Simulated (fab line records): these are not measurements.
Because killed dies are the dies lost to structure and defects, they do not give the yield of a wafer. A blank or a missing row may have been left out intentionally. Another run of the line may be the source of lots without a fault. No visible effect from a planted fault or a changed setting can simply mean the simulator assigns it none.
Matching of chambers    flow nand_harc    ald_hk-01 running NHARC_A_WL_FILL_ALD_10: 4 sister chambers
The step deposits SiO2, target thk 50 nm, pulse time 10 s, ald cycles 500. 8 wafers are shown with their chamber, then 7 later ones without.

== WAFERS, EACH WITH ITS CHAMBER ==
wafer   chamber  heater_power_w (W)  precursor_pulse_height_rel
L078.2  1        490                 0.998
L078.5  3        459                 1.013
L080.2  0        448                 1.012
L080.5  0        457                 1.036
L083.3  1        492                 0.985
L083.2  3        480                 1.002
L085.2  2        474                 1.004
L085.5  2        474                 0.983

== WAFERS WITHOUT THEIR CHAMBER ==
wafer   heater_power_w (W)  precursor_pulse_height_rel
L085.6  501                 1.048
L089.3  470                 1.012
L089.1  447                 1.010
L089.4  486                 1.023
L096.1  477                 1.027
L096.5  490                 0.984
L096.6  476                 0.985

== CHAMBER TAKEN BY EACH ==
wafer   from the rows above                in truth
L085.6  can't be placed: 1 or 3 or 2 or 0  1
L089.3  can't be placed: 3 or 2 or 0       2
L089.1  can't be placed: 0 or 3            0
L089.4  can't be placed: 3 or 1 or 2 or 0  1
L096.1  can't be placed: 3 or 2 or 0 or 1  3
L096.5  can't be placed: 1 or 2            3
L096.6  can't be placed: 2 or 1 or 3       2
Correct placement for 0 of the 7. From these rows, 7 cannot be placed; in 6 the true chamber is one of the candidates. Number placed wrongly: 0.
How it was worked out, from the rows above alone: a wafer's distance from a chamber is the root of the sum, over the readings, of the square of ((its reading less the chamber's mean) divided by the reading's scatter). If the next closest chamber is less than 2 further off than the closest, the wafer can't be placed; otherwise it belongs to the closest. A chamber's mean is the mean of its shown wafers. The scatter: the root of (the sum of the squares of (reading less its chamber's mean) over the shown wafers, divided by (wafers less chambers)).
